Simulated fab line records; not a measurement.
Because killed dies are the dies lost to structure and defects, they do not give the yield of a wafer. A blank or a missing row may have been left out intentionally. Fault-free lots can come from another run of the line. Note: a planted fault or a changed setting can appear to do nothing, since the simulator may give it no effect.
Matching of chambers ; flow nand-harc ; NHARC_P_M0_CMP_23 on cmp-02: 4 sister chambers
The step polishes, t overpolish 20 s, target thk 117.54 nm. 4 wafers are shown with their chamber, then 9 later ones without.

## WAFERS, EACH WITH ITS CHAMBER
wafer;chamber;motor-current-A (A)
L086.1;3;10.5
L087.6;0;14.5
L090.1;1;11.9
L090.5;2;10.5

## WAFERS MISSING THEIR CHAMBER
wafer;motor-current-A (A)
L094.1;11.8
L094.5;11.5
L094.6;10.9
L095.1;11.1
L095.2;11.9
L095.3;10.9
L097.1;11.6
L097.4;10.7
L097.5;10.5

## WHICH CHAMBER EACH WENT THROUGH
wafer;from the rows above;in truth
L094.1;1;1
L094.5;can't be placed: 1 or 2 or 3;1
L094.6;can't be placed: 2 or 3 or 1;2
L095.1;can't be placed: 2 or 3 or 1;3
L095.2;1;1
L095.3;can't be placed: 2 or 3 or 1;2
L097.1;1;1
L097.4;can't be placed: 2 or 3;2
L097.5;can't be placed: 2 or 3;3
Placed correctly: 3 of 9. Cannot be placed on the basis of these rows: 6; the candidates contain the true chamber in 6. 0 placed wrongly.
How it was worked out, from the rows above alone: a wafer's distance from a chamber is the root of the sum, over the readings, of the square of ((its reading less the chamber's mean) divided by the reading's scatter). The wafer belongs to the nearest chamber; if the next one is less than 2 further off, it can't be placed. A chamber's mean is the mean of its shown wafers. The scatter: root of mean squared gap, hidden wafer to nearest shown wafer, with one shown wafer a chamber.
